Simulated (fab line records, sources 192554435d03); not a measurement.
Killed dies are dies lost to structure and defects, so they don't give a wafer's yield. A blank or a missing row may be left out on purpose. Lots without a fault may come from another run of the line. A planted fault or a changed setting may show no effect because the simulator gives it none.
fab line records | flow n5_finfet
record lots=6 wafers=18 last_day=17
route steps=1938 shown BEOL_M1@788 BEOL_M4@1111 PASSIVATION@1936
lots that met no fault: from a run of the same line without faults
start_h: hours from the record's first day to the start of the lot's first wafer shown | wait_h: hours since the lot's step before | " the same as in the row above | L1.1+2: a row that stands for several wafers | - no value, or no start given | * or withheld: withheld | < > ~ a bound
route shown NAME@n: a module of which the file shows steps, and the number in the route of the first | usual: mean/standard deviation of fault-free wafers | same: alike in all rows | chamber/n: place in a boat | sites: the reading at each site | _std_site: their standard deviation | _edge_site: outer sites' mean less inner sites' | radius_mm: how far each site lies from the wafer's centre | mask NAME#n: copy n | behind: the tool/chamber that last shaped the wafer | hold: why the lot was held/for how many hours/how that ended | device: the transistor (n, p or np) that didn't switch | end of line: the same wafers' tests at the end of the route | a step without rows: its recipe alone | killed: dies lost to structure and defects at the first sort, not the wafer's yield | map: a wafer's dies, x killed, . not, _ none there
set.NAME: the setting as run; set.NAME@STEP: as run at that earlier step | model.NAME: the simulator's own value behind a step, which no gauge read
lots at some steps of the route; a table a step, a row a wafer
services: from which hour (start_h, from the record's first day; less than 0 if before it) a tool's chamber was out of use, for how many hours, and why
## steps
# step N5_BEOL_M1_INSPECT_30
# recipe mode=adi inspect_instrument=brightfield
# usual raw_defect_count=423/110
# columns lot.wafer tool chamber start_h wait_h raw_defect_count
L431.2 defect_inspect-01 - 145.43 0.0 406
L431.3 " - " " 378
L431.6 " - " " 465
L432.2 defect_inspect-02 - 146.13 0.0 333
L432.4 " - " " 437
L432.6 " - " " 419
L437.4 defect_inspect-02 - 177.02 0.0 396
L437.5 " - " " 495
L437.6 " - " " 451
L438.1 defect_inspect-01 - 192.34 0.1 341
L438.3 " - " " 566
L438.6 " - " " 455
L442.1 defect_inspect-02 - 210.04 0.1 376
L442.2 " - " " 361
L442.6 " - " " 414
L445.1 defect_inspect-02 - 226.46 0.1 320
L445.3 " - " " 376
L445.4 " - " " 446
# step N5_BEOL_M1_DESCUM_33
# recipe chemistry=O2 time_s=7 source_power_w=50 bias_power_w=20 pressure_mtorr=20 rf_frequency_hz=2.712e+07 temp_c=40 resist=CAR-EUV o2_flow_sccm=225
# step N5_BEOL_M1_ETCH_77
# recipe chemistry=N2/H2 target=underlayer target_depth_a=65 mask_material=CAR-EUV time_s=5.2 ion_energy_ev=200 pressure_mtorr=30 source_w=840 bias_w=150 n2_flow_sccm=200 h2_flow_sccm=200 ends=cleared
# step N5_BEOL_M1_ETCH_69
# recipe chemistry=CF4 target=SiARC target_depth_a=156 mask_material=CAR-EUV time_s=26 ion_energy_ev=80 pressure_mtorr=40 source_w=545 bias_w=36 Ar_flow_sccm=100 cf4_flow_sccm=100 ends=cleared
# step N5_BEOL_M1_ALD_98
# recipe material=SiO2 target_thk_a=25 temp_c=100 ald_precursor_family=BDEAS ald_co_reactant=O2-plasma pulse_time_s=1 co_reactant_pulse_time_s=1 purge_time_s=2 co_reactant_purge_time_s=2 ald_cycles=17 pressure_torr=2
# usual heater_power_w=76/9.6 precursor_pulse_height_rel=1.000/0.02
# same purge_time_s=2
# columns lot.wafer tool chamber start_h wait_h heater_power_w precursor_pulse_height_rel
L431.2 ald_sin-04 0 145.66 0.1 74 0.997
L431.3 " 1 " " 89 1.018
L431.6 " 0 " " 75 1.023
L432.2 ald_sin-04 3 147.39 0.8 68 0.994
L432.4 " 2 " " 84 0.991
L432.6 " 3 " " 68 1.015
L437.4 ald_sin-02 1 177.18 0.0 91 0.978
L437.5 " 1 " " 93 1.015
L437.6 " 2 " " 65 0.982
L438.1 ald_sin-03 2 192.93 0.5 70 0.970
L438.3 " 3 " " 78 0.998
L438.6 " 2 " " 70 0.995
L442.1 ald_sin-02 2 210.20 0.1 66 1.003
L442.2 " 3 " " 68 0.957
L442.6 " 2 " " 66 0.983
L445.1 ald_sin-04 3 226.86 0.3 67 1.001
L445.3 " 0 " " 71 1.026
L445.4 " 1 " " 88 0.993
# step N5_BEOL_M1_ETCHBACK_99
# recipe chemistry=CHF3 target=SiO2 target_depth_a=50 time_s=10.4 source_w=215 bias_w=47 Ar_flow_sccm=200 CHF3_flow_sccm=12 ion_energy_ev=100 pressure_mtorr=30
# usual drypump_motor_current_A=5.6/0.38 oes_product_au=0.78/0.094 rf_fwd_power_W=212.6/0.84 rf_vpp_V=245/7.6 showerhead_plenum_p_Torr=2.15/0.065 throttle_valve_pct=17.12/0.21
# columns lot.wafer tool chamber start_h wait_h drypump_motor_current_A oes_product_au rf_fwd_power_W rf_hours_counter_h rf_vpp_V showerhead_plenum_p_Torr throttle_valve_pct
L431.2 rie_diel-02 3 145.79 0.1 5.7 0.91 211.4 30 240 2.26 17.08
L431.3 " 1 " " 6.0 0.71 214.0 191 258 2.13 17.14
L431.6 " 1 " " 5.9 0.72 213.0 - 257 2.12 17.14
L432.2 rie_diel-04 1 148.13 0.7 4.9 0.68 212.9 216 254 2.12 17.31
L432.4 " 0 " " 5.7 0.87 212.1 42 248 2.12 16.99
L432.6 " 0 " " 5.6 0.87 212.0 - 249 2.12 16.98
L437.4 rie_diel-02 2 179.24 2.0 5.8 0.94 211.1 14 239 2.13 16.75
L437.5 " 2 " " 5.8 0.94 211.0 - 238 2.13 16.75
L437.6 " 1 " " 6.0 0.71 212.2 - 257 2.12 17.16
L438.1 rie_diel-02 3 202.53 9.6 5.7 0.89 212.5 46 240 2.25 17.11
L438.3 " 2 " " 5.8 0.93 211.0 18 238 2.13 16.76
L438.6 " 2 " " 5.8 0.93 210.6 - 239 2.13 16.77
L442.1 rie_diel-04 1 214.22 4.0 5.0 0.66 211.7 237 255 2.11 17.32
L442.2 " 3 " " 5.4 0.71 213.7 207 237 2.23 17.22
L442.6 " 0 " " 5.6 0.84 213.2 - 250 2.11 17.03
L445.1 rie_diel-04 1 227.24 0.3 5.0 0.65 214.1 242 254 2.11 17.34
L445.3 " 3 " " 5.4 0.70 212.6 212 236 2.23 17.24
L445.4 " 3 " " 5.4 0.69 213.2 - 238 2.23 17.25
# step N5_BEOL_M1_ETCH_70
# recipe chemistry=N2/H2 target=SOC target_depth_a=800 overetch_a=160 mask_material=SiARC temp_c=40 time_s=120 ion_energy_ev=200 pressure_mtorr=30 source_w=840 bias_w=150 n2_flow_sccm=200 h2_flow_sccm=200
# usual drypump_motor_current_A=5.6/0.39 oes_product_au=0.60/0.067 rf_fwd_power_W=836.0/2.6 rf_vpp_V=523.9/2.5 showerhead_plenum_p_Torr=2.54/0.093 throttle_valve_pct=17.89/0.27
# columns lot.wafer tool chamber start_h wait_h drypump_motor_current_A oes_product_au rf_fwd_power_W rf_hours_counter_h rf_vpp_V showerhead_plenum_p_Torr throttle_valve_pct
L431.2 rie_diel-02 3 145.83 0.0 5.7 0.69 838.7 30 528.3 2.71 18.19
L431.3 " 1 " " 6.0 0.55 837.5 191 524.5 2.50 17.85
L431.6 " 1 " " 6.0 0.54 835.5 - 523.3 2.50 17.85
L432.2 rie_diel-04 1 148.17 0.0 5.0 0.54 834.9 216 523.4 2.51 18.03
L432.4 " 0 " " 5.6 0.67 839.3 42 521.6 2.49 17.73
L432.6 " 0 " " 5.6 0.68 834.3 - 521.9 2.49 17.72
L437.4 rie_diel-02 2 179.28 0.0 5.8 0.72 837.0 14 521.7 2.48 17.38
L437.5 " 2 " " 5.8 0.71 831.9 - 522.6 2.48 17.35
L437.6 " 1 " " 6.0 0.54 837.0 - 524.0 2.50 17.89
L438.1 rie_diel-02 3 202.56 0.0 5.7 0.67 830.3 46 529.4 2.71 18.22
L438.3 " 2 " " 5.8 0.70 835.2 18 523.2 2.48 17.34
L438.6 " 2 " " 5.8 0.71 836.1 - 520.9 2.48 17.37
L442.1 rie_diel-04 1 214.25 0.0 5.0 0.53 835.4 237 523.5 2.50 18.07
L442.2 " 3 " " 5.4 0.55 838.5 207 528.0 2.63 17.92
L442.6 " 0 " " 5.7 0.65 834.4 - 522.2 2.48 17.76
L445.1 rie_diel-04 1 227.27 0.0 5.0 0.53 833.4 242 523.3 2.50 18.09
L445.3 " 3 " " 5.4 0.53 832.1 212 526.8 2.63 17.94
L445.4 " 3 " " 5.4 0.54 835.1 - 523.4 2.63 17.92
# step N5_BEOL_M1_STRIP_71
# recipe chemistry=N2/H2 temp_c=40 n2_flow_sccm=200 h2_flow_sccm=200 rf_frequency_hz=6e+07
# step N5_BEOL_M1_STRIP_78
# recipe chemistry=N2/H2 temp_c=40 n2_flow_sccm=200 h2_flow_sccm=200 rf_frequency_hz=6e+07
# step N5_BEOL_M1_VIA_ETCH_34
# recipe chemistry=C4F6/O2 target_depth_a=678 mask_material=SOC pressure_mtorr=15 ion_energy_ev=250 taper_deg=4 time_s=64.4 source_w=350 bias_w=170 Ar_flow_sccm=300 C4F6_flow_sccm=10 O2_flow_sccm=10
# usual drypump_motor_current_A=5.6/0.39 oes_product_au=0.78/0.093 rf_fwd_power_W=347.0/1.3 rf_vpp_V=677/20 showerhead_plenum_p_Torr=2.84/0.082 throttle_valve_pct=30.80/0.29
# columns lot.wafer tool chamber start_h wait_h drypump_motor_current_A oes_product_au rf_fwd_power_W rf_hours_counter_h rf_vpp_V showerhead_plenum_p_Torr throttle_valve_pct
L431.2 rie_diel-02 3 145.93 0.0 5.7 0.92 345.3 30 666 2.98 30.66
L431.3 " 1 " " 6.0 0.72 348.5 191 711 2.81 30.69
L431.6 " 1 " " 6.0 0.72 348.3 - 710 2.81 30.66
L432.2 rie_diel-04 1 148.27 0.0 5.0 0.68 347.9 216 701 2.80 30.97
L432.4 " 0 " " 5.7 0.86 346.4 42 686 2.80 30.96
L432.6 " 0 " " 5.6 0.86 345.0 - 687 2.80 30.98
L437.4 rie_diel-02 2 179.38 0.0 5.8 0.95 346.7 14 657 2.81 30.71
L437.5 " 2 " " 5.8 0.94 345.3 - 656 2.81 30.73
L437.6 " 1 " " 6.0 0.72 348.7 - 712 2.81 30.69
L438.1 rie_diel-02 3 202.66 0.0 5.7 0.88 346.9 46 667 2.97 30.68
L438.3 " 2 " " 5.8 0.92 345.7 18 658 2.81 30.71
L438.6 " 2 " " 5.8 0.92 344.6 - 657 2.81 30.73
L442.1 rie_diel-04 1 214.35 0.0 5.0 0.67 347.0 237 699 2.79 30.99
L442.2 " 3 " " 5.4 0.71 347.1 207 656 2.94 30.64
L442.6 " 0 " " 5.6 0.84 345.9 - 687 2.79 31.00
L445.1 rie_diel-04 1 227.38 0.0 5.0 0.66 346.0 242 700 2.79 30.99
L445.3 " 3 " " 5.4 0.71 348.0 212 657 2.93 30.64
L445.4 " 3 " " 5.4 0.70 349.1 - 655 2.94 30.65
# step N5_BEOL_M1_STRIP_83
# recipe chemistry=C4F6/O2 resist=SiARC rf_frequency_hz=6e+07
# step N5_BEOL_M1_STRIP_36
# recipe chemistry=N2/H2 power_w=450 temp_c=40 pressure_mtorr=20 rf_frequency_hz=6e+07 overash_fraction=0.3 bias_power_w=7 h2_frac=0.5 n2_flow_sccm=200 h2_flow_sccm=200
# usual drypump_motor_current_A=5.6/0.38 oes_product_au=0.78/0.09 rf_vpp_V=59.2/1.4 showerhead_plenum_p_Torr=2.54/0.093 throttle_valve_pct=23.7/0.35
# columns lot.wafer tool chamber start_h wait_h drypump_motor_current_A oes_product_au rf_hours_counter_h rf_vpp_V showerhead_plenum_p_Torr throttle_valve_pct
L431.2 rie_diel-02 3 145.99 0.0 5.7 0.90 30 60.9 2.71 24.3
L431.3 " 1 " " 6.0 0.72 191 60.1 2.50 23.6
L431.6 " 1 " " 6.0 0.73 - 59.0 2.50 23.6
L432.2 rie_diel-04 1 148.33 0.0 5.0 0.70 216 59.9 2.51 23.8
L432.4 " 0 " " 5.6 0.87 42 58.9 2.48 23.8
L432.6 " 0 " " 5.6 0.87 - 56.8 2.48 23.7
L437.4 rie_diel-02 2 179.44 0.0 5.8 0.95 14 59.8 2.47 23.2
L437.5 " 2 " " 5.8 0.93 - 56.8 2.48 23.2
L437.6 " 1 " " 6.0 0.74 - 60.2 2.49 23.6
L438.1 rie_diel-02 3 202.72 0.0 5.7 0.86 46 61.1 2.70 24.3
L438.3 " 2 " " 5.8 0.93 18 60.9 2.47 23.3
L438.6 " 2 " " 5.8 0.94 - 59.8 2.47 23.2
L442.1 rie_diel-04 1 214.41 0.0 5.0 0.66 237 60.4 2.50 23.9
L442.2 " 3 " " 5.4 0.71 207 58.7 2.63 23.6
L442.6 " 0 " " 5.7 0.85 - 55.9 2.47 23.8
L445.1 rie_diel-04 1 227.43 0.0 5.0 0.66 242 59.9 2.50 23.9
L445.3 " 3 " " 5.4 0.71 212 57.6 2.63 23.6
L445.4 " 3 " " 5.4 0.71 - 60.2 2.63 23.6
# step N5_BEOL_M1_TRENCH_ETCH_37
# recipe chemistry=C4F6/O2 target_depth_a=552.07 target=SiOC time_s=29 ion_energy_ev=250 pressure_mtorr=30 source_w=355 bias_w=185 Ar_flow_sccm=300 C4F6_flow_sccm=10 O2_flow_sccm=10
# usual drypump_motor_current_A=5.6/0.39 oes_product_au=0.78/0.092 rf_fwd_power_W=350.3/1.9 rf_vpp_V=677/21 showerhead_plenum_p_Torr=2.85/0.082 throttle_valve_pct=20.91/0.21
# columns lot.wafer tool chamber start_h wait_h drypump_motor_current_A oes_product_au rf_fwd_power_W rf_hours_counter_h rf_vpp_V showerhead_plenum_p_Torr throttle_valve_pct model.BEOL_M1.feature_depth_nm model.etch.depth_nm
L431.2 rie_diel-02 3 146.03 - 5.7 0.91 352.0 30 668 2.98 20.89 55.6 55.64
L431.3 " 1 " " 6.0 0.72 350.4 191 713 2.81 20.90 55.2 55.11
L431.6 " 1 " " 6.0 0.72 350.4 - 713 2.81 20.91 55.2 55.23
L432.2 rie_diel-04 1 148.37 - 5.0 0.68 350.7 216 701 2.80 21.02 52.6 52.61
L432.4 " 0 " " 5.7 0.87 348.8 42 688 2.81 20.86 54.2 54.14
L432.6 " 0 " " 5.7 0.87 350.4 - 687 2.81 20.84 54.4 54.36
L437.4 rie_diel-02 2 179.48 - 5.8 0.94 350.2 14 656 2.81 20.59 55.8 55.84
L437.5 " 2 " " 5.8 0.84 348.0 - 655 2.81 20.57 46.6 46.69
L437.6 " 1 " " 6.0 0.71 351.6 - 713 2.81 20.91 55 55.06
L438.1 rie_diel-02 3 202.76 - 5.7 0.78 351.0 46 666 2.97 20.88 46.6 46.65
L438.3 " 2 " " 5.8 0.84 345.9 18 656 2.81 20.59 47.4 47.34
L438.6 " 2 " " 5.8 0.93 347.0 - 655 2.81 20.60 56.2 56.1
L442.1 rie_diel-04 1 214.45 - 5.0 0.67 349.8 237 702 2.79 21.06 52.2 52.17
L442.2 " 3 " " 5.4 0.71 351.4 207 655 2.94 20.97 54.8 54.84
L442.6 " 0 " " 5.7 0.85 349.7 - 688 2.80 20.88 54.6 54.56
L445.1 rie_diel-04 1 227.47 - 5.0 0.66 349.5 243 701 2.79 21.07 52.2 52.19
L445.3 " 3 " " 5.4 0.71 353.0 212 656 2.94 20.96 54.8 54.87
L445.4 " 3 " " 5.4 0.70 351.5 - 655 2.94 20.97 54.6 54.55
# step N5_BEOL_M1_ETCH_41
# recipe chemistry=CH3F/O2 target=SiCN target_depth_a=319 taper_deg=2 time_s=57.8 ion_energy_ev=120 mask_material=TiN pressure_mtorr=30 source_w=395 bias_w=75 Ar_flow_sccm=150 CH3F_flow_sccm=30 O2_flow_sccm=20
# step N5_BEOL_M1_STRIP_97
# recipe chemistry=N2/H2 time_s=10 power_w=450 temp_c=40 pressure_mtorr=20 rf_frequency_hz=6e+07 bias_power_w=7 n2_flow_sccm=200 h2_flow_sccm=200
# step N5_BEOL_M1_OCD_MEAS_38
# usual trench_depth_nm=54.9/1.3
# columns lot.wafer tool chamber start_h wait_h trench_depth_nm
L431.2 ocd-02 - 146.19 - 55.5
L431.3 " - " " 54.9
L431.6 " - " " 55.6
L432.2 ocd-02 - 148.53 - 53.1
L432.4 " - " " 54.3
L432.6 " - " " 54.5
L437.4 ocd-02 - 179.64 - 55.8
L437.5 " - " " 46.6
L437.6 " - " " 55.1
L438.1 ocd-02 - 202.93 - 46.7
L438.3 " - " " 46.8
L438.6 " - " " 55.9
L442.1 ocd-02 - 214.62 - 52.4
L442.2 " - " " 54.4
L442.6 " - " " 54.4
L445.1 ocd-02 - 227.63 - 52.7
L445.3 " - " " 55.0
L445.4 " - " " 54.5
# step N5_BEOL_M1_HM_STRIP_39
# recipe chemistry=peroxide_tin_strip material=TiN target_depth_a=250 temp_c=50 time_s=158
# step N5_BEOL_M4_RC_MEAS_101
# usual DIBL_N=37.5/2.5 DIBL_P=38/3.1 IOFF_N=0.19/0.059 IOFF_P=0.24/0.061 ION_N=679/16 ION_P=465/9.8 SS_N=72.0/0.8 SS_P=73.7/0.86 VT_N=248/4.5 VT_P=-249/3.5
# columns lot.wafer tool chamber start_h wait_h DIBL_N[mV/V] DIBL_P[mV/V] IOFF_N[nA/um] IOFF_P[nA/um] ION_N[uA/um] ION_P[uA/um] SS_N[mV/dec] SS_P[mV/dec] VT_N[mV] VT_P[mV]
L431.2 prober-01 0 188.58 0.2 35.6 37 0.16 0.24 680 472 71.6 73.0 248 -247
L431.3 " 0 " " 37.6 37 0.17 0.23 657 454 72.6 73.4 249 -249
L431.6 " 0 " " 37.2 37 0.17 0.22 674 462 71.5 73.2 253 -253
L432.2 prober-02 0 188.73 0.2 38.9 40 0.23 0.30 696 482 72.1 75.0 243 -243
L432.4 " 0 " " 41.6 43 0.28 0.39 689 470 72.6 75.5 242 -244
L432.6 " 0 " " 37.1 36 0.17 0.23 676 466 71.8 73.8 247 -248
L437.4 prober-01 0 225.88 0.5 40.4 40 0.25 0.35 711 486 72.9 74.3 243 -241
L437.5 " 0 " " 36.9 35 0.15 0.23 672 469 71.4 73.4 250 -247
L437.6 " 0 " " 37.5 36 0.16 0.23 686 472 71.7 73.4 252 -247
L438.1 prober-01 0 251.41 0.0 34.7 36 0.16 0.24 683 473 71.0 73.0 247 -246
L438.3 " 0 " " 38.7 41 0.25 0.35 710 487 72.4 74.7 241 -242
L438.6 " 0 " " 34.1 35 0.15 0.22 683 476 71.6 73.2 248 -249
L442.1 prober-02 0 258.90 0.0 35.8 33 0.14 0.19 671 466 72.7 72.6 249 -251
L442.2 " 0 " " 40.6 41 0.23 0.31 673 461 72.9 74.7 246 -246
L442.6 " 0 " " 39.1 37 0.20 0.23 669 459 74.1 73.6 253 -251
L445.1 prober-01 0 283.37 0.0 35.7 35 0.14 0.17 655 441 72.7 73.5 254 -254
L445.3 " 0 " " 36.3 34 0.14 0.16 665 445 72.0 72.8 254 -256
L445.4 " 0 " " 38.9 38 0.21 0.23 677 451 72.5 74.4 247 -253
# step N5_PASSIVATION_PROBE_49
# usual defect_limited_yield=91.0/1.4 killed_at_M0_to_M3=35/10 killed_at_M4_up=14/5.5 killed_at_contacts=13/5.6 killed_at_front_end=41/11 killed_at_other=4/3.4 killed_dies=106/16 killed_open=68/12 killed_short=35/7.3 sort_bin_4_leakage=0.3/2.1 sort_bin_5_function=5.3/0.89 sort_bin_6_memory=3.4/0.67 sort_bin_8_speed=0.01/0.11 sort_n_pass=1070/28 sort_yield_pct=90.7/2.4
# same gross_dies=1180 killed_at_back_side=0
# columns lot.wafer tool chamber start_h wait_h defect_limited_yield[%] killed_at_M0_to_M3 killed_at_M4_up killed_at_contacts killed_at_front_end killed_at_other killed_dies killed_open killed_short sort_bin_4_leakage[%] sort_bin_5_function[%] sort_bin_6_memory[%] sort_bin_8_speed[%] sort_n_pass sort_yield_pct[%]
L431.2 prober-01 - 301.47 0.1 92.0 40 13 6 27 8 94 58 30 0 4.8 2.8 0 1086 92.0
L431.3 prober-01 - 301.52 0.1 91.4 23 14 9 46 9 101 51 42 0 4.8 3.3 0 1079 91.4
L431.6 prober-01 - 301.67 0.3 90.4 37 13 15 41 7 113 76 33 0 5.7 3.6 0 1067 90.4
L437.4 prober-01 - 320.82 0.2 93.0 27 19 4 33 0 83 61 21 0 4.7 2.0 0 1097 93.0
L437.5 prober-01 - 320.87 0.2 91.2 43 10 13 36 2 104 70 30 0 4.8 3.6 0 1076 91.2
L437.6 prober-01 - 320.92 0.3 89.7 58 11 11 37 4 121 77 39 0 5.7 4.2 0 1059 89.7
# killed by level:class
L431.2 BEOL_M0_SAQP:geometric_particle:short=14 BEOL_M0_SAQP:geometric_particle:open=11 STI_FIN_REVEAL:geometric_particle:open=8 DUMMY_GATE:geometric_particle:open=8 BEOL_M2:geometric_particle:open=6 MOL_CONTACT_COAG:geometric_particle:open=5 PAD_METAL:geometric_particle:short=4 BEOL_M4:geometric_particle:open=4
L431.3 FIN_SAQP:geometric_particle:short=12 MOL_CONTACT_COAG:geometric_particle:open=8 STI_FIN_REVEAL:geometric_particle:open=7 BEOL_M0_SAQP:geometric_particle:short=7 DUMMY_GATE:geometric_particle:open=5 BEOL_M0_SAQP:geometric_particle:open=5 BEOL_M5:geometric_particle:open=5 BEOL_M1:geometric_particle:open=4
L431.6 STI_FIN_REVEAL:geometric_particle:open=15 MOL_CONTACT_COAG:geometric_particle:open=13 BEOL_M0_SAQP:geometric_particle:short=9 BEOL_M0_SAQP:geometric_particle:open=8 BEOL_M2:geometric_particle:open=6 BEOL_M3:geometric_particle:open=4 BEOL_M4:geometric_particle:open=4 ILD0:geometric_particle:short=3
L437.4 BEOL_M1:geometric_particle:open=11 BEOL_M4:geometric_particle:open=9 DUMMY_GATE:geometric_particle:open=8 FIN_SAQP:geometric_particle:open=6 STARTING-WAFER:geometric_particle:short=4 MOL_CONTACT_COAG:geometric_particle:open=4 BEOL_M3:geometric_particle:open=4 BEOL_M1:geometric_particle:short=3
L437.5 BEOL_M0_SAQP:geometric_particle:open=12 MOL_CONTACT_COAG:geometric_particle:open=10 BEOL_M0_SAQP:geometric_particle:short=10 BEOL_M1:geometric_particle:open=10 FIN_SAQP:geometric_particle:open=8 DUMMY_GATE:geometric_particle:open=8 FIN_SAQP:geometric_particle:short=6 STI_FIN_REVEAL:geometric_particle:open=4
L437.6 BEOL_M3:geometric_particle:open=19 FIN_SAQP:geometric_particle:open=11 BEOL_M0_SAQP:geometric_particle:short=9 BEOL_M0_SAQP:geometric_particle:open=8 BEOL_M2:geometric_particle:open=8 GATE_CUT:geometric_particle:short=6 MOL_CONTACT_COAG:geometric_particle:open=6 DUMMY_GATE:geometric_particle:open=5
## services
# columns tool chamber start_h hours kind
ald_sin-02 2 140.54 34.7 repair
ald_sin-03 - 142.68 6.1 pm
ald_sin-04 - 176.75 14.0 pm
ald_sin-04 0 176.75 14.0 vent_cycle
ald_sin-04 1 176.75 14.0 vent_cycle
ald_sin-04 2 176.75 14.0 vent_cycle
ald_sin-04 3 176.75 14.0 vent_cycle
ald_sin-02 - 187.18 6.0 pm
ald_sin-04 0 190.75 - clean
ald_sin-04 1 190.75 - clean
ald_sin-04 2 190.75 - clean
ald_sin-04 3 190.75 - clean
ald_sin-03 2 218.60 4.8 repair
rie_diel-04 0 222.79 11.3 repair
## key
first_sign step=N5_BEOL_M1_OCD_MEAS_38 reading=trench_depth_nm direction=down sigmas=6.3 usual=54.9 struck=46.7
effect none on later readings
model_effect step=N5_BEOL_M1_TRENCH_ETCH_37 value=BEOL_M1.feature_depth_nm without=56.07 struck=46.87
met_at N5_BEOL_M1_TRENCH_ETCH_37
struck_wafers L437.5,L438.1,L438.3
onset_between 146.03 179.48
fault kind=process_parameter_drift tool=rie_diel-02 chamber=- onset_h=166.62 steps=N5_BEOL_M1_TRENCH_ETCH_37 channel=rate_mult offset=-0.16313 shape=step end_h=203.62 scope=struck_wafers_only
